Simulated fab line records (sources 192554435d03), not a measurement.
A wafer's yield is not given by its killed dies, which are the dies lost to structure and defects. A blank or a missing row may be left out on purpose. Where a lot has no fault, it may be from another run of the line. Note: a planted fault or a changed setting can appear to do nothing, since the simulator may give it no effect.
One fault seen from 2 desks    flow n5 finfet    numbers are kept per desk, each desk with only its own; the story behind them comes last

TOOL OWNER'S DESK, pecvd-03
The tool's own readings at N5_BEOL_M6_ILD_DEP_00 (deposits SiCOH lowk from DEMS/porogen, target thk 179.75 nm, time 33.4 s): means of the sampled wafers that have a number, for each lot that ran on this tool. Marked OUT: a lot whose mean sits more than 4 standard deviations from the usual mean, which makes it out of limits; the brackets give that distance.
Columns: A = heater power w at N5_BEOL_M6_ILD_DEP_00, usual 311 W; B = showerhead plenum p Torr at N5_BEOL_M6_ILD_DEP_00, usual 5.746 Torr; C = throttle valve pct at N5_BEOL_M6_ILD_DEP_00, usual 13.8 %
lot   first seen here  A    B      C
L172  day 10 11:26     324  5.742  13.9
L177  day 11 14:54     268  5.737  13.7
L179  day 12 07:39     297  5.742  13.5
Result from this desk: across the 3 lots, nothing is out of limits.

METROLOGY DESK
What the gauges read for every lot (on any tool): the sampled wafers with a number, averaged. Marked OUT: a lot whose mean sits more than 4 standard deviations from the usual mean, which makes it out of limits; the brackets give that distance.
Columns: A = M6_ILD_THK at N5_BEOL_M6_THK_MEAS_01, usual 154.9 nm
lot   first seen here  A
L170  day 9 23:40      155.2
L169  day 10 00:31     153.4
L172  day 10 12:05     154.3
L177  day 11 15:28     157.8
L180  day 12 04:39     155.5
L179  day 12 08:43     160.4
L184  day 13 15:58     155.9
L188  day 14 01:50     157.6
L187  day 14 06:42     157.3
L189  day 14 19:47     155.6
L191  day 14 20:01     155.4
Result from this desk: across the 11 lots, nothing is out of limits.

ALL TOGETHER
Nothing out of limits was seen by the tool owner's desk.
The metrology desk saw nothing out of limits.

WHAT THE SIMULATOR HAD PUT IN
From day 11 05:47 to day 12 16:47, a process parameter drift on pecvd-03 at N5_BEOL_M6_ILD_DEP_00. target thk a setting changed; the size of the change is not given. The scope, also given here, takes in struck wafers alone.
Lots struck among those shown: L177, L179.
